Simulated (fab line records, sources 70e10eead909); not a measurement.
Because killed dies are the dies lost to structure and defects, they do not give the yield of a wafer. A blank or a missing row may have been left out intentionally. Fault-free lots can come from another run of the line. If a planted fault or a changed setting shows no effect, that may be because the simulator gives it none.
fab line records | flow nand_harc
record: lots: 24 wafers: 72 last_day: 24
route steps=1159 shown A_ONON_D1@449 A_CHANNEL_HOLE_D1@471 A_CHANNEL_FILL_D1@493 A_STAIRCASE@530
lots with no fault: from the same line, run without faults
start_h: hours from the record's first day to the start of the lot's first wafer shown | wait_h: hours from the lot's prior step to this one | " as in the row above | L1.1+2: a single row standing in for several wafers | - no value, or no start was given | * or withheld: withheld | < > ~ a bound
route shown NAME@n: NAME is a module with steps in the file, n the number in the route of the first one | usual: mean and standard deviation over wafers with no fault | same: alike in all rows | chamber/n: place in a boat | sites: readings site by site | _std_site: standard deviation across them | _edge_site: the outer-site mean with the inner-site mean subtracted | radius_mm: for every site, how far away it sits from the centre of the wafer | mask NAME#n: copy n | behind: tool/chamber where the wafer was last shaped | hold: why the lot went on hold/how many hours it stayed there/how the hold came to an end | device: transistor that didn't switch, given as n, p or np | end of line: the same wafers' tests at the end of the route | a step given without rows: its recipe and nothing more | killed: at the first sort, the dies lost to defects and structure; wafer yield is something else | map: dies across one wafer; x = killed, . = not, _ = none there
set.NAME: the setting that was run; set.NAME@STEP: the one run at that earlier step | model.NAME: the simulator's own value behind a step, which no gauge read
steps of the route over a sample of lots; a table a step, a row a wafer
services: a tool's chamber out of use, with start hour (start_h, from the record's first day; less than 0 if before it), hours out, and reason
== steps ==
step: NHARC_A_ONON_D1_INSPECT_32
usual: raw_defect_count: 67/22
columns lot.wafer tool chamber start_h wait_h raw_defect_count
L074.1 defect_inspect-02 - 178.36 0.0 41
L074.3 " - " " 38
L074.6 " - " " 35
L075.3 defect_inspect-02 - 185.75 0.1 54
L075.5 " - " " 31
L075.6 " - " " 46
L076.2 defect_inspect-01 - 185.86 0.0 112
L076.4 " - " " 51
L076.5 " - " " 55
L077.2 defect_inspect-02 - 193.81 0.1 57
L077.4 " - " " 40
L077.6 " - " " 87
L078.1 defect_inspect-01 - 193.87 0.0 51
L078.4 " - " " 69
L078.6 " - " " 47
L080.1 defect_inspect-01 - 199.42 0.0 53
L080.2 " - " " 62
L080.6 " - " " 64
L079.1 defect_inspect-01 - 199.62 0.0 40
L079.4 " - " " 56
L079.6 " - " " 38
L081.2 defect_inspect-01 - 217.81 0.0 86
L081.3 " - " " 43
L081.4 " - " " 73
L082.3 defect_inspect-02 - 217.87 0.0 66
L082.4 " - " " 66
L082.6 " - " " 74
L083.1 defect_inspect-02 - 222.32 0.0 50
L083.5 " - " " 79
L083.6 " - " " 70
L084.1 defect_inspect-01 - 233.38 0.0 65
L084.5 " - " " 70
L084.6 " - " " 94
L085.2 defect_inspect-02 - 233.52 0.0 50
L085.4 " - " " 60
L085.6 " - " " 47
L087.3 defect_inspect-01 - 244.23 0.0 73
L087.4 " - " " 55
L087.5 " - " " 51
L086.1 defect_inspect-02 - 254.51 0.0 52
L086.2 " - " " 41
L086.3 " - " " 48
L089.3 defect_inspect-02 - 260.76 0.0 79
L089.4 " - " " 59
L089.6 " - " " 72
L088.1 defect_inspect-02 - 260.88 0.0 93
L088.4 " - " " 67
L088.6 " - " " 39
L091.3 defect_inspect-01 - 270.97 0.0 79
L091.4 " - " " 54
L091.5 " - " " 79
L092.1 defect_inspect-02 - 271.00 0.0 28
L092.4 " - " " 62
L092.5 " - " " 47
L090.2 defect_inspect-01 - 271.15 0.0 95
L090.4 " - " " 61
L090.5 " - " " 50
L094.1 defect_inspect-01 - 284.55 0.0 70
L094.2 " - " " 73
L094.3 " - " " 107
L093.1 defect_inspect-02 - 284.86 0.1 107
L093.2 " - " " 82
L093.5 " - " " 93
L095.2 defect_inspect-02 - 290.48 0.0 42
L095.5 " - " " 31
L095.6 " - " " 71
L096.1 defect_inspect-01 - 302.44 0.0 52
L096.3 " - " " 91
L096.5 " - " " 88
L097.1 defect_inspect-02 - 316.15 0.0 75
L097.5 " - " " 53
L097.6 " - " " 105
step: NHARC_A_CHANNEL_HOLE_D1_ETCH_19
recipe: bias_v: 1200 source_w: 2500 pressure_mtorr: 15 time_s: 34.5 ar_flow_sccm: 375 c4f8_flow_sccm: 28.8 o2_flow_sccm: 96.2 temp_c: -20 target_depth_a: * chemistry: C4F8/O2/Ar
usual: drypump_motor_current_A: 5.6/0.54 showerhead_plenum_p_Torr: 3.75/0.066 throttle_valve_pct: 37.038/0.0089
same: time_s: 34.5
columns lot.wafer tool chamber start_h wait_h drypump_motor_current_A rf_hours_counter_h showerhead_plenum_p_Torr throttle_valve_pct
L074.1 har_etch-01 0 182.75 0.1 5.2 188 3.73 37.030
L074.3 " 1 " " 5.7 - 3.86 37.033
L074.6 " 1 " " 5.7 - 3.86 37.048
L075.3 har_etch-02 0 191.46 0.1 5.0 - 3.78 37.052
L075.6 " 1 " " 6.4 - 3.69 37.027
L075.5 " 0 " " 5.0 - 3.78 37.038
L076.2 har_etch-01 1 191.76 0.1 5.6 193 3.86 37.030
L076.4 " 1 " " 5.7 - 3.86 37.053
L076.5 " 1 " " 5.7 - 3.86 37.040
L077.2 har_etch-02 0 197.96 0.1 5.0 111 3.78 37.049
L077.4 " 1 " " 6.4 - 3.69 37.042
L077.6 " 0 " " 5.0 - 3.78 37.035
L078.1 har_etch-01 1 198.12 0.1 5.7 197 3.86 37.049
L078.4 " 1 " " 5.7 - 3.86 37.042
L078.6 " 0 " " 5.2 - 3.73 37.042
L080.2 har_etch-01 1 204.76 0.1 5.7 201 3.86 37.031
L080.1 " 0 " " 5.2 201 3.72 37.045
L080.6 " 1 " " 5.6 - 3.86 37.054
L079.1 har_etch-02 0 205.05 0.1 5.0 116 3.78 37.031
L079.4 " 0 " " 5.0 - 3.77 37.044
L079.6 " 0 " " 5.0 - 3.77 37.031
L081.2 har_etch-02 0 222.03 0.1 5.0 121 3.77 37.046
L081.3 " 1 " " 6.4 - 3.68 37.050
L081.4 " 0 " " 5.0 - 3.77 37.034
L082.3 har_etch-01 0 222.14 0.1 5.1 - 3.72 37.052
L082.4 " 1 " " 5.7 - 3.85 37.046
L082.6 " 1 " " 5.7 - 3.85 37.039
L083.1 har_etch-01 1 226.43 0.1 5.7 212 3.85 37.038
L083.6 " 0 " " 5.2 - 3.72 37.042
L083.5 " 1 " " 5.7 - 3.85 37.027
L084.1 har_etch-02 0 237.51 0.1 5.0 128 3.77 37.041
L084.6 " 0 " " 5.0 - 3.77 37.021
L084.5 " 1 " " 6.4 - 3.68 37.041
L085.2 har_etch-01 0 238.82 0.1 5.2 216 3.72 37.043
L085.4 " 1 " " 5.7 - 3.85 37.029
L085.6 " 1 " " 5.7 - 3.85 37.030
L087.3 har_etch-02 0 248.51 0.1 5.0 - 3.76 37.039
L087.4 " 1 " " 6.4 - 3.67 37.041
L087.5 " 1 " " 6.4 - 3.67 37.040
L086.2 har_etch-01 0 258.58 0.1 5.2 225 3.71 37.034
L086.1 " 1 " " 5.7 225 3.84 37.056
L086.3 " 0 " " 5.2 - 3.71 37.035
L089.3 har_etch-02 0 265.01 0.1 5.0 - 3.76 37.057
L089.4 " 1 " " 6.4 - 3.67 37.026
L089.6 " 0 " " 5.0 - 3.76 37.042
L088.1 har_etch-01 0 265.51 0.1 5.2 229 3.71 37.039
L088.4 " 0 " " 5.2 - 3.71 37.038
L088.6 " 1 " " 5.7 - 3.84 37.032
L091.4 har_etch-01 1 275.10 0.1 5.7 - 3.84 37.049
L091.3 " 0 " " 5.2 - 3.71 37.044
L091.5 " 0 " " 5.2 - 3.70 37.035
L092.1 har_etch-02 1 275.92 0.1 6.4 145 3.67 37.031
L092.4 " 1 " " 6.4 - 3.67 37.026
L092.5 " 1 " " 6.4 - 3.67 37.048
L090.2 har_etch-01 0 279.27 2.9 5.2 237 3.70 37.043
L090.4 " 0 " " 5.2 - 3.70 37.041
L090.5 " 0 " " 5.2 - 3.70 37.033
L094.2 har_etch-01 0 289.26 0.1 5.1 241 3.70 37.031
L094.1 " 1 " " 5.7 241 3.83 37.030
L094.3 " 1 " " 5.7 - 3.83 37.039
L093.2 har_etch-02 1 290.18 0.1 6.4 152 3.66 37.015
L093.1 " 0 " " 5.0 152 3.75 37.036
L093.5 " 1 " " 6.4 - 3.66 37.037
L095.2 har_etch-02 1 296.14 0.1 6.4 155 3.66 37.044
L095.6 " 0 " " 5.0 - 3.75 37.045
L095.5 " 1 " " 6.4 - 3.66 37.031
L096.1 har_etch-02 0 308.65 0.1 5.0 159 3.75 37.019
L096.3 " 0 " " 5.0 - 3.75 37.042
L096.5 " 0 " " 5.0 - 3.75 37.035
L097.1 har_etch-02 1 320.25 0.1 6.4 166 3.65 37.030
L097.6 " 0 " " 5.0 - 3.75 37.028
L097.5 " 1 " " 6.4 - 3.66 37.024
step: NHARC_A_CHANNEL_FILL_D1_ALD_03
recipe: target_thk_a: 60 pulse_time_s: 60 ald_cycles: 58 temp_c: 630 pressure_torr: 2 material: SiNx
usual: precursor_pulse_height_rel: 1.001/0.021 susceptor_temp_C: 630.0/0.31
columns lot.wafer tool chamber start_h wait_h precursor_pulse_height_rel susceptor_temp_C
L074.1 ald_sin_batch-02 0 - - 0.985 -
L074.3 " 0 " " 0.989 -
L074.6 " 0 " " 1.039 -
L075.3 ald_sin_batch-02 0 - - 0.984 630.0
L075.5 " 0 " " 0.998 629.9
L075.6 " 0 " " 1.010 630.6
L076.2 ald_sin_batch-02 0 - - 1.002 630.0
L076.4 " 0 " " 1.009 630.0
L076.5 " 0 " " 0.990 630.4
L077.2 ald_sin_batch-01 0 - - 1.028 629.9
L077.4 " 0 " " 1.045 630.4
L077.6 " 0 " " 1.028 630.2
L078.1 ald_sin_batch-01 0 - - 1.033 629.9
L078.4 " 0 " " 1.015 629.5
L078.6 " 0 " " 0.994 629.5
L079.1 ald_sin_batch-03 0 - - 1.014 629.9
L079.4 " 0 " " 0.988 629.8
L079.6 " 0 " " 1.005 630.1
L080.1 ald_sin_batch-03 0 - - 0.979 630.3
L080.2 " 0 " " 0.979 629.8
L080.6 " 0 " " 0.987 629.9
L081.2 ald_sin_batch-02 0 - - 0.982 -
L081.3 " 0 " " 1.003 -
L081.4 " 0 " " 0.987 -
L082.3 ald_sin_batch-02 0 - - 0.976 -
L082.4 " 0 " " 1.043 -
L082.6 " 0 " " 0.989 -
L083.1 ald_sin_batch-03 0 237.07 4.4 0.975 630.0
L083.5 " 0 " " 0.979 630.1
L083.6 " 0 " " 1.030 629.4
L084.1 ald_sin_batch-02 0 - - 1.002 630.3
L084.5 " 0 " " 0.974 630.2
L084.6 " 0 " " 0.988 630.4
L085.2 ald_sin_batch-02 0 - - 0.994 629.6
L085.4 " 0 " " 1.028 629.7
L085.6 " 0 " " 1.003 629.3
L087.3 ald_sin_batch-02 0 - - 0.967 629.8
L087.4 " 0 " " 1.000 629.7
L087.5 " 0 " " 1.022 630.4
L086.1 ald_sin_batch-01 0 - - 1.040 629.5
L086.2 " 0 " " 1.007 629.6
L086.3 " 0 " " 1.001 629.8
L088.1 ald_sin_batch-02 0 - - 0.989 630.0
L088.4 " 0 " " 0.981 630.4
L088.6 " 0 " " 1.006 630.5
L089.3 ald_sin_batch-02 0 - - 1.041 629.6
L089.4 " 0 " " 1.001 629.9
L089.6 " 0 " " 0.990 629.5
L090.2 ald_sin_batch-02 0 - - 0.985 630.2
L090.4 " 0 " " 0.973 630.0
L090.5 " 0 " " 1.010 629.7
L091.3 ald_sin_batch-02 0 - - 0.983 629.8
L091.4 " 0 " " 1.012 629.9
L091.5 " 0 " " 1.002 629.9
L092.1 ald_sin_batch-02 0 - - 1.004 629.5
L092.4 " 0 " " 1.019 630.3
L092.5 " 0 " " 1.013 629.8
L093.1 ald_sin_batch-02 0 - - 0.973 629.4
L093.2 " 0 " " 0.976 630.0
L093.5 " 0 " " 0.991 629.7
L094.1 ald_sin_batch-02 0 - - 0.996 630.3
L094.2 " 0 " " 0.986 630.5
L094.3 " 0 " " 1.002 630.1
L095.2 ald_sin_batch-03 0 - - 0.994 -
L095.5 " 0 " " 1.003 -
L095.6 " 0 " " 1.026 -
L096.1 ald_sin_batch-01 0 - - 0.987 630.5
L096.3 " 0 " " 1.021 630.2
L096.5 " 0 " " 1.008 630.6
L097.1 ald_sin_batch-02 0 - - 0.978 630.2
L097.5 " 0 " " 1.003 629.9
L097.6 " 0 " " 1.011 630.0
step: NHARC_A_CHANNEL_FILL_D1_ALD_16
recipe: target_thk_a: 15 pulse_time_s: 10 ald_cycles: 15 temp_c: 300 material: SiO2
usual: heater_power_w: 479/49 precursor_pulse_height_rel: 0.999/0.019 susceptor_temp_C: 300.01/0.19
columns lot.wafer tool chamber start_h wait_h heater_power_w precursor_pulse_height_rel susceptor_temp_C
L074.3 ald_hk-01 0 200.86 0.1 458 0.991 300.20
L074.1 " 1 " " 431 1.026 300.15
L074.6 " 0 " " 463 0.986 300.29
L076.2 ald_hk-01 0 209.69 0.0 458 0.995 299.98
L076.4 " 1 " " 444 0.992 300.08
L076.5 " 1 " " 427 0.999 300.10
L075.3 ald_hk-01 2 209.88 0.2 539 0.988 299.97
L075.5 " 1 " " 433 0.976 300.24
L075.6 " 2 " " 525 0.979 299.93
L077.4 ald_hk-03 1 216.75 0.6 521 1.005 300.20
L077.2 " 3 " " 402 0.972 299.99
L077.6 " 1 " " 521 1.034 299.89
L078.1 ald_hk-01 0 216.76 0.7 443 0.987 300.15
L078.4 " 3 " " 540 0.997 299.84
L078.6 " 1 " " 431 1.013 299.85
L080.2 ald_hk-03 2 222.89 0.1 564 1.009 300.03
L080.1 " 3 " " 398 0.985 300.15
L080.6 " 2 " " 572 0.994 300.17
L079.1 ald_hk-01 3 222.92 0.1 521 0.996 299.69
L079.4 " 1 " " 427 1.017 299.91
L079.6 " 2 " " 521 0.998 300.22
L081.2 ald_hk-03 3 245.07 2.3 400 0.954 299.98
L081.3 " 0 " " 461 0.990 300.00
L081.4 " 1 " " 503 0.981 300.33
L082.4 ald_hk-03 0 245.21 2.4 443 0.999 300.02
L082.3 " 3 " " 404 1.016 299.96
L082.6 " 0 " " 452 0.994 300.11
L083.1 ald_hk-03 1 251.23 1.3 515 0.993 299.91
L083.5 " 3 " " 416 0.992 300.29
L083.6 " 0 " " 441 1.007 300.20
L085.2 ald_hk-01 2 257.50 0.1 534 1.006 299.84
L085.4 " 3 " " 493 0.998 299.93
L085.6 " 2 " " 513 0.994 299.81
L084.1 ald_hk-03 3 257.53 0.1 410 0.993 300.48
L084.6 " 1 " " 510 0.999 300.36
L084.5 " 2 " " 560 0.998 299.72
L087.3 ald_hk-02 1 266.65 0.1 466 1.040 299.89
L087.4 " 2 " " 450 0.966 299.82
L087.5 " 0 " " 434 1.003 299.87
L086.1 ald_hk-02 3 278.00 0.0 475 1.008 -
L086.3 " 0 " " 437 1.005 -
L086.2 " 2 " " 413 0.994 -
L089.4 ald_hk-03 3 285.24 1.8 412 0.998 300.11
L089.3 " 1 " " 516 0.953 299.94
L089.6 " 3 " " 415 0.968 299.86
L088.1 ald_hk-01 2 285.25 1.8 535 0.972 300.03
L088.4 " 0 " " 465 0.971 299.92
L088.6 " 2 " " 514 1.030 299.96
L092.4 ald_hk-03 1 297.08 0.0 514 1.018 300.08
L092.1 " 3 " " 416 1.017 299.72
L092.5 " 2 " " 571 1.019 299.67
L091.4 ald_hk-01 3 297.08 0.0 482 1.011 300.04
L091.3 " 0 " " 465 1.006 300.24
L091.5 " 0 " " 461 0.961 300.29
L090.2 ald_hk-02 1 297.10 0.1 445 1.005 -
L090.4 " 3 " " 461 1.004 -
L090.5 " 0 " " 430 0.995 -
L094.1 ald_hk-03 2 307.41 0.0 576 0.994 299.83
L094.2 " 0 " " 465 1.013 300.07
L094.3 " 1 " " 511 0.969 299.84
L093.2 ald_hk-01 2 307.44 0.1 519 1.017 300.20
L093.1 " 3 " " 501 0.977 300.16
L093.5 " 1 " " 452 0.981 300.08
L095.2 ald_hk-03 1 314.20 0.0 519 0.985 300.14
L095.6 " 1 " " 521 0.988 299.96
L095.5 " 2 " " 553 1.001 300.01
L096.1 ald_hk-02 3 329.47 0.0 455 1.014 -
L096.3 " 2 " " 437 1.019 -
L096.5 " 0 " " 440 1.019 -
L097.1 ald_hk-02 3 340.49 0.1 461 1.005 300.07
L097.6 " 1 " " 436 1.038 300.18
L097.5 " 2 " " 458 1.027 300.12
step: NHARC_A_CHANNEL_FILL_D1_STRIP_28
recipe: time_s: 20 o2_flow_sccm: 500 ar_flow_sccm: 0 bias_w: 0 chemistry: O2
usual: drypump_motor_current_A: 5.8/0.52 oes_product_au: 0.998/0.0094 rf_vpp_V: 57.9/0.86 showerhead_plenum_p_Torr: 3.58/0.13 throttle_valve_pct: 17.036/0.0093
same: time_s: 20
columns lot.wafer tool chamber start_h wait_h drypump_motor_current_A oes_product_au rf_hours_counter_h rf_vpp_V showerhead_plenum_p_Torr throttle_valve_pct
L074.3 rie_diel-03 0 215.17 0.1 5.5 0.999 4 58.4 3.57 17.033
L074.1 " 1 " " 6.0 0.996 4 57.4 3.51 17.034
L074.6 " 1 " " 6.0 1.007 - 57.2 3.51 17.023
L076.2 rie_diel-07 2 221.46 0.1 6.8 1.002 33 57.7 3.69 17.025
L076.4 " 3 " " 5.0 0.986 27 60.0 3.76 17.024
L076.5 " 3 " " 5.0 0.976 - 57.5 3.76 17.039
L075.3 rie_diel-04 3 221.47 0.1 6.3 0.992 4 57.0 3.77 17.019
L075.5 " 0 " " 5.2 0.994 - 58.0 3.32 17.037
L075.6 " 1 " " 5.7 0.992 - 58.3 3.59 17.049
L078.1 rie_diel-03 0 228.82 0.1 5.5 0.993 0 57.3 3.57 17.035
L078.4 " 2 " " 6.3 0.992 0 58.8 3.75 17.040
L078.6 " 0 " " 5.5 0.990 - 59.8 3.57 17.032
L077.2 rie_diel-04 1 228.83 0.1 5.8 0.993 4 56.6 3.59 17.048
L077.4 " 2 " " 5.9 1.003 4 56.4 3.32 17.006
L077.6 " 1 " " 5.8 0.990 - 58.4 3.59 17.038
L080.2 rie_diel-03 3 234.94 0.1 5.0 1.013 0 58.5 3.56 17.026
L080.1 " 0 " " 5.4 1.002 0 57.5 3.57 17.026
L080.6 " 2 " " 6.4 1.007 - 59.4 3.75 17.042
L079.4 rie_diel-04 3 234.94 0.1 6.4 0.993 4 57.2 3.77 17.033
L079.1 " 0 " " 5.3 1.001 5 56.3 3.31 17.033
L079.6 " 1 " " 5.7 1.001 - 58.5 3.59 17.031
L082.3 rie_diel-04 3 257.24 0.1 6.3 0.997 5 58.2 3.77 17.036
L082.4 " 0 " " 5.2 0.995 6 57.7 3.31 17.022
L082.6 " 3 " " 6.3 0.984 - 57.7 3.77 17.046
L081.3 rie_diel-07 0 257.32 0.1 6.0 0.984 3 58.7 3.51 17.043
L081.2 " 1 " " 6.1 0.992 4 57.8 3.64 17.043
L081.4 " 2 " " 6.8 1.019 4 58.4 3.68 17.039
L083.1 rie_diel-03 2 263.22 0.1 6.4 0.995 1 59.2 3.75 17.049
L083.6 " 1 " " 5.9 0.998 - 57.4 3.51 17.039
L083.5 " 2 " " 6.3 0.992 - 58.3 3.75 17.037
L085.2 rie_diel-04 2 269.46 0.1 5.9 0.994 6 57.1 3.32 17.028
L085.4 " 0 " " 5.2 0.989 6 58.3 3.31 17.020
L085.6 " 2 " " 5.9 0.991 - 58.8 3.32 17.048
L084.1 rie_diel-03 1 269.46 0.1 6.0 0.996 1 57.4 3.51 17.046
L084.5 " 2 " " 6.3 1.004 - 58.3 3.75 17.029
L084.6 " 3 " " 5.1 1.007 - 57.4 3.56 17.036
L087.3 rie_diel-03 0 278.49 0.1 5.5 0.993 1 57.6 3.57 17.021
L087.4 " 1 " " 6.0 0.999 1 58.8 3.51 17.027
L087.5 " 3 " " 5.0 1.004 - 58.8 3.56 17.034
L086.2 rie_diel-07 2 290.14 0.1 6.8 1.013 11 58.3 3.68 17.038
L086.3 " 3 " " 5.1 1.005 10 59.5 3.75 17.025
L086.1 " 1 " " 6.1 0.988 10 58.8 3.64 17.039
L089.4 rie_diel-07 3 297.64 0.1 5.0 0.988 11 57.2 3.75 17.054
L089.3 " 1 " " 6.1 0.976 13 57.0 3.64 17.037
L089.6 " 3 " " 5.0 0.995 - 58.6 3.75 17.042
L088.1 rie_diel-07 3 297.74 0.1 5.1 1.019 11 58.3 3.75 17.036
L088.4 " 0 " " 6.0 0.983 12 58.1 3.50 17.037
L088.6 " 3 " " 5.0 1.005 - 58.2 3.75 17.039
L091.3 rie_diel-03 3 308.92 0.1 5.0 1.009 2 58.7 3.56 17.032
L091.4 " 1 " " 6.0 0.998 2 58.6 3.51 17.031
L091.5 " 0 " " 5.5 0.997 - 57.9 3.57 17.021
L090.4 rie_diel-04 0 308.95 0.1 5.3 0.999 0 57.3 3.31 17.040
L090.2 " 2 " " 5.9 1.002 0 56.7 3.32 17.030
L090.5 " 3 " " 6.3 0.991 - 57.8 3.77 17.041
L092.1 rie_diel-03 0 308.96 0.1 5.5 0.995 2 58.9 3.57 17.032
L092.4 " 3 " " 5.0 1.008 2 58.7 3.56 17.035
L092.5 " 0 " " 5.4 0.999 - 57.8 3.57 17.042
L094.2 rie_diel-03 2 319.30 0.1 6.3 0.998 3 56.5 3.75 17.045
L094.1 " 3 " " 5.1 0.997 3 58.3 3.56 17.035
L094.3 " 0 " " 5.5 0.997 3 56.5 3.57 17.038
L093.1 rie_diel-03 0 319.34 0.1 5.5 0.995 3 58.7 3.57 17.033
L093.2 " 1 " " 5.9 1.004 3 57.7 3.51 17.037
L093.5 " 0 " " 5.5 0.999 - 58.4 3.57 17.033
L095.2 rie_diel-07 0 326.18 0.1 6.0 0.987 18 58.6 3.50 17.039
L095.5 " 0 " " 6.0 0.989 - 58.8 3.50 17.032
L095.6 " 1 " " 6.1 1.003 - 58.0 3.63 17.042
L096.3 rie_diel-03 1 341.32 0.1 6.0 1.004 3 56.5 3.51 17.035
L096.1 " 2 " " 6.3 1.007 3 59.9 3.75 17.035
L096.5 " 2 " " 6.3 1.001 - 59.3 3.75 17.033
L097.1 rie_diel-07 0 352.35 0.1 6.1 0.985 23 57.8 3.50 17.043
L097.5 " 1 " " 6.1 1.002 - 58.8 3.63 17.037
L097.6 " 2 " " 6.8 1.011 - 57.7 3.67 17.031
step: NHARC_A_STAIRCASE_DESCUM_168
recipe: time_s: 3 o2_flow_sccm: 200 ar_flow_sccm: 0 bias_power_w: 0 chemistry: O2
usual: drypump_motor_current_A: 5.66/0.28 oes_product_au: 1.003/0.011 rf_vpp_V: 57.7/0.92 showerhead_plenum_p_Torr: 1.89/0.082 throttle_valve_pct: 11.312/0.0096
same: bias_power_w: 0 time_s: 3
columns lot.wafer tool chamber start_h wait_h drypump_motor_current_A oes_product_au rf_hours_counter_h rf_vpp_V showerhead_plenum_p_Torr throttle_valve_pct
L074.3 rie_diel-11 2 239.99 - 5.94 0.988 14 59.2 1.83 11.301
L074.1 " 0 " " 6.14 1.016 8 57.8 1.83 11.317
L074.6 " 3 " " 5.38 1.006 - 59.6 2.00 11.325
L076.2 rie_diel-02 3 246.95 - 5.62 1.011 33 58.5 1.94 11.325
L076.4 " 0 " " 5.09 1.005 34 56.6 1.77 11.305
L076.5 " 3 " " 5.66 1.007 - 58.1 1.94 11.300
L078.1 rie_diel-02 2 254.28 - 5.84 1.031 34 56.5 1.80 11.306
L078.4 " 3 " " 5.67 1.012 37 58.3 1.94 11.303
L078.6 " 1 " " 6.03 0.993 - 57.3 1.89 11.329
L077.2 rie_diel-02 3 254.43 - 5.65 1.023 37 57.7 1.94 11.304
L077.4 " 1 " " 6.01 1.003 35 58.1 1.89 11.303
L077.6 " 3 " " 5.65 1.025 - 57.2 1.94 11.314
L075.3 rie_diel-11 1 258.03 - 5.63 0.988 18 57.2 1.80 11.322
L075.6 " 2 " " 5.98 0.992 - 56.8 1.82 11.316
L075.5 " 3 " " 5.38 0.996 - 57.7 2.00 11.313
L079.1 rie_diel-11 0 260.63 - 6.13 1.015 15 56.3 1.83 11.307
L079.4 " 2 " " 5.94 1.002 20 57.8 1.82 11.295
L079.6 " 0 " " 6.12 1.008 - 56.4 1.83 11.306
L080.1 rie_diel-02 1 260.82 - 5.98 0.994 36 58.0 1.89 11.303
L080.2 " 2 " " 5.87 1.017 36 56.8 1.80 11.317
L080.6 " 1 " " 6.03 1.000 - 58.0 1.89 11.309
L081.3 rie_diel-05 3 281.99 - 5.54 0.994 41 58.8 1.99 11.298
L081.2 " 0 " " 5.61 0.985 37 58.3 1.83 11.308
L081.4 " 1 " " 5.69 1.010 37 59.0 1.96 11.307
L082.3 rie_diel-11 2 282.17 - 5.96 0.998 29 57.0 1.82 11.317
L082.4 " 3 " " 5.38 0.988 24 57.7 1.99 11.334
L082.6 " 2 " " 5.97 0.997 - 57.4 1.82 11.302
L083.1 rie_diel-05 3 289.37 - 5.55 0.992 43 59.7 1.99 11.336
L083.6 " 0 " " 5.61 0.988 - 56.4 1.83 11.314
L083.5 " 1 " " 5.70 1.011 - 58.5 1.96 11.321
L084.1 rie_diel-11 1 294.43 - 5.61 1.003 31 58.9 1.80 11.324
L084.5 " 3 " " 5.38 0.995 - 57.6 1.99 11.295
L084.6 " 0 " " 6.15 1.001 - 55.7 1.82 11.318
L085.4 rie_diel-02 2 294.65 - 5.86 1.002 48 56.8 1.79 11.311
L085.2 " 0 " " 5.11 1.008 53 58.2 1.77 11.314
L085.6 " 3 " " 5.63 1.013 - 57.0 1.93 11.289
L087.3 rie_diel-05 3 304.21 - 5.55 1.005 48 57.8 1.99 11.292
L087.4 " 0 " " 5.61 0.996 42 58.0 1.83 11.312
L087.5 " 3 " " 5.54 1.002 - 59.0 1.99 11.324
L086.1 rie_diel-02 2 315.39 - 5.86 1.017 56 56.2 1.79 11.297
L086.2 " 0 " " 5.08 1.015 60 57.1 1.77 11.306
L086.3 " 1 " " 6.04 1.015 60 57.4 1.89 11.310
L088.4 rie_diel-02 0 322.56 - 5.10 1.010 63 56.8 1.76 11.309
L088.1 " 1 " " 6.04 1.008 63 56.6 1.88 11.318
L088.6 " 2 " " 5.86 1.022 - 58.5 1.79 11.313
L089.4 rie_diel-02 1 322.65 - 6.01 1.009 63 58.1 1.88 11.320
L089.3 " 0 " " 5.09 1.006 63 56.8 1.76 11.297
L089.6 " 2 " " 5.85 1.006 - 55.7 1.79 11.327
L092.1 rie_diel-05 1 333.73 - 5.69 1.005 52 58.8 1.95 11.317
L092.4 " 3 " " 5.55 0.999 62 59.1 1.98 11.319
L092.5 " 2 " " 5.49 0.998 - 57.6 1.94 11.303
L090.4 rie_diel-05 3 333.91 - 5.51 1.002 62 56.4 1.98 11.313
L090.2 " 1 " " 5.70 1.001 52 58.2 1.95 11.300
L090.5 " 2 " " 5.49 0.994 - 59.3 1.94 11.319
L091.4 rie_diel-05 1 334.65 - 5.67 1.001 52 58.0 1.95 11.303
L091.3 " 0 " " 5.60 0.992 56 57.8 1.83 11.306
L091.5 " 2 " " 5.49 1.002 - 56.3 1.94 11.309
L093.2 rie_diel-02 1 344.66 - 6.02 0.994 2 56.7 1.88 11.309
L093.1 " 3 " " 5.65 1.003 3 57.8 1.93 11.324
L093.5 " 0 " " 5.09 1.022 - 60.0 2.08 11.327
L094.3 rie_diel-02 1 345.03 - 6.06 0.996 2 58.0 1.88 11.311
L094.2 " 2 " " 5.82 0.989 3 57.5 1.79 11.308
L094.1 " 3 " " 5.69 0.992 3 58.1 1.93 11.307
L095.2 rie_diel-02 3 351.42 - 5.66 1.002 6 57.0 1.93 11.325
L095.6 " 2 " " 5.83 1.002 - 56.9 1.79 11.301
L095.5 " 3 " " 5.66 1.003 - 57.6 1.92 11.314
L096.1 rie_diel-05 3 366.09 - 5.54 1.004 7 57.5 1.98 11.308
L096.3 " 1 " " 5.68 0.987 5 57.2 1.95 11.315
L096.5 " 3 " " 5.53 1.004 - 58.3 1.98 11.300
L097.1 rie_diel-02 0 381.55 - 5.09 1.024 16 58.7 2.07 11.313
L097.5 " 0 " " 5.08 1.016 - 58.5 2.07 11.314
L097.6 " 1 " " 5.99 0.987 - 57.5 1.88 11.311
== services ==
columns tool chamber start_h hours kind
rie_diel-05 - 163.70 9.0 pm
rie_diel-07 1 164.41 13.7 repair
rie_diel-07 3 168.86 7.2 repair
rie_diel-04 - 180.16 0.8 repair
rie_diel-07 0 182.79 13.6 repair
rie_diel-03 - 215.30 9.0 pm
rie_diel-05 1 223.34 2.1 repair
rie_diel-07 - 228.52 9.0 pm
ald_hk-01 - 231.50 10.0 pm
rie_diel-07 - 246.38 1.0 repair
rie_diel-04 0 251.43 1.7 repair
rie_diel-04 2 273.58 4.3 repair
rie_diel-02 2 274.32 1.4 repair
rie_diel-04 - 288.90 9.0 pm
rie_diel-05 0 294.72 5.7 repair
rie_diel-02 0 303.23 3.9 repair
rie_diel-05 1 305.50 14.4 repair
har_etch-01 - 306.66 17.0 pm
rie_diel-04 - 319.18 1.7 repair
rie_diel-02 - 327.82 9.0 pm
ald_hk-03 - 328.43 10.0 pm
rie_diel-05 - 340.70 9.0 pm
rie_diel-05 - 352.65 0.9 repair
rie_diel-03 0 359.27 4.0 repair
== key ==
fault none
